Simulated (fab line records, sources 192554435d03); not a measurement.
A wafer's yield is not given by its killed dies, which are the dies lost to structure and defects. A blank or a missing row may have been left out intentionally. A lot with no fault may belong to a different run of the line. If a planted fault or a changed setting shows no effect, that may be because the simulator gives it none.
Matching of chambers ; flow n5_finfet ; pecvd-04 running N5_BEOL_M0_SAQP_ILD_DEP_01: 3 sister chambers
The step deposits SiOC from DEMS/O2, target thk 45.419 nm, time 8.7 s. 3 wafers are shown with their chamber, then 9 later ones without.

== WAFERS PAIRED WITH THEIR CHAMBERS ==
wafer;chamber;heater_power_w (W)
L089.6;1;506
L090.4;0;528
L090.5;2;620

== WAFERS WITHOUT THEIR CHAMBER ==
wafer;heater_power_w (W)
L094.1;473
L094.2;512
L094.5;517
L095.2;504
L095.5;497
L095.6;493
L096.2;509
L096.4;509
L096.5;676

== CHAMBER TAKEN BY EACH ==
wafer;from the rows above;in truth
L094.1;can't be placed: 1 or 0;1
L094.2;can't be placed: 1 or 0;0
L094.5;can't be placed: 0 or 1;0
L095.2;can't be placed: 1 or 0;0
L095.5;can't be placed: 1 or 0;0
L095.6;can't be placed: 1 or 0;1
L096.2;can't be placed: 1 or 0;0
L096.4;can't be placed: 1 or 0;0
L096.5;2;2
Correctly placed: 1 of 9. These rows do not allow placing 8 (true chamber among the candidates in 8). Wrongly placed: 0.
How it was worked out, from the rows above alone: a wafer's distance from a chamber is the root of the sum, over the readings, of the square of ((its reading less the chamber's mean) divided by the reading's scatter). If the next closest chamber is less than 2 further off than the closest, the wafer can't be placed; otherwise it belongs to the closest. The mean given for a chamber averages the wafers shown for that chamber. The scatter: root of mean squared gap, hidden wafer to nearest shown wafer, with one shown wafer a chamber.
